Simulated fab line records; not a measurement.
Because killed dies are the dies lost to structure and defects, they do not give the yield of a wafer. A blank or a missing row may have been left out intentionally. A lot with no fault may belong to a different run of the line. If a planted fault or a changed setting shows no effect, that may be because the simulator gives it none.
Problem report, 8D (eight disciplines) form, completed by code / flow nand harc / the parts of the form that need people (team, actions taken, sign-off) are left out

## 1. WHAT IS WRONG
Mean of killed at periphery at NHARC_END_SORT_01: 68.0 across 4 wafers in 2 lots; on wafers with no fault it is 3.7 (standard deviation 2.2). That puts it +29 standard deviations away from the usual mean.
First seen on wafer L714.2, day 30 05:20, on prober-01. At this step, 13 wafers from 5 lots have a number in the record. The rule behind "out" and "out of limits": a value lying over 4 standard deviations away from the usual mean. The other wafers with a number count as sound.

## 2. WHAT IT IS, AND WHAT IT ISN'T
question=which readings at this step | is=killed at periphery | is not=killed at array, killed at other, killed open, killed short, sort rim yield pct
question=which lots | is=L714, L716 | is not=L703, L708, L710
question=which wafers of those lots | is=L714.2, L714.3, L716.2, L716.5 | is not=L714.4, L716.4
question=read on which gauges | is=prober-01, prober-02 | is not=-
question=when | is=from day 30 05:20 | is not=up to then (7 sound wafers); but 2 sound wafers of L714, L716 came after

## 3. THE SUSPECTS, EACH WITH WHAT RULES IT OUT
Counting: a tool at a process step up to the reading stays a suspect if it ran every lot that is out. Sound lots after the first of them don't rule it out here, since some wafers of a struck lot are sound.
- ruled out: the gauge at NHARC_END_SORT_01. Those wafers that are out were read across 2 gauges (prober-01, prober-02).
- rie diel-12 at NHARC_P_BONDPAD_ETCH_12 (etches the open film in CHF3/O2, target depth 200 nm, time 100 s): kept. It processed each lot that is out (first: L714, day 12 22:04); up to then, its last sound lot is L710 (day 11 02:30).
- pecvd-02 at NHARC_THIN_TSV_DEP_47 (deposits SiO2, target thk 200 nm): kept. It processed each lot that is out (first: L714, day 29 09:16); up to then, its last sound lot is L710 (day 28 14:00).
- Within rie diel-12 at NHARC_P_BONDPAD_ETCH_12: the wafers that are out ran in chamber 2; their sound lot-mates ran in chambers 0, 3.
After counting, rie diel-12 at NHARC_P_BONDPAD_ETCH_12 and pecvd-02 at NHARC_THIN_TSV_DEP_47 remain.

## 4. THE CAUSE (what the simulator had put in)
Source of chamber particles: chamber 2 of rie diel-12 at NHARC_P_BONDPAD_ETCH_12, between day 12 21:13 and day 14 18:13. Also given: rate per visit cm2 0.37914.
2 suspects survive the count, and this tool is in that group.

## 5. SEQUENCE OF EFFECTS, ordered by route
Rows list readings where the struck wafers' mean (over those with a number) sits beyond 3 standard deviations from the usual. Only readings whose record carries a usual standard deviation are examined. hours: median over the lots of the time between each lot's start at the first step of this table that gives one and its start at this step. sigmas: the change, counted in usual standard deviations.
hours=0; step=NHARC_END_SORT_01; reading=defect limited yield; usual=92.7 %; on struck wafers=83.1; change=-9.6; sigmas=-3.7
hours=0; step=NHARC_END_SORT_01; reading=killed at periphery; usual=3.7; on struck wafers=68.0; change=+64.3; sigmas=+29
hours=0; step=NHARC_END_SORT_01; reading=killed dies; usual=50; on struck wafers=114; change=+64; sigmas=+3.6
hours=0; step=NHARC_END_SORT_01; reading=sort_bin_2_pct; usual=2.5 %; on struck wafers=7.2; change=+4.7; sigmas=+4.3
hours=0; step=NHARC_END_SORT_01; reading=sort_bin_3_pct; usual=0.6 %; on struck wafers=2.8; change=+2.2; sigmas=+6.1
hours=0; step=NHARC_END_SORT_01; reading=sort n pass; usual=627; on struck wafers=563; change=-64; sigmas=-3.6
hours=0; step=NHARC_END_SORT_01; reading=sort yield pct; usual=92.7 %; on struck wafers=83.1; change=-9.6; sigmas=-3.7

## 6. HOW IT WOULD HAVE BEEN CAUGHT EARLIER
In this record the first reading out of limits at a measuring or inspecting step was taken at day 30 05:20, 416 hours after the fault began at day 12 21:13.
Of the tool readings at NHARC_P_BONDPAD_ETCH_12 for which the record gives a usual standard deviation, none was out on any struck wafer, so an alarm limit of 4 standard deviations on them would not have fired.
By day 30 05:20, every lot that is out (2) had started NHARC_P_BONDPAD_ETCH_12 on rie diel-12. Had the tool been put on hold then, not one of them would have been saved.
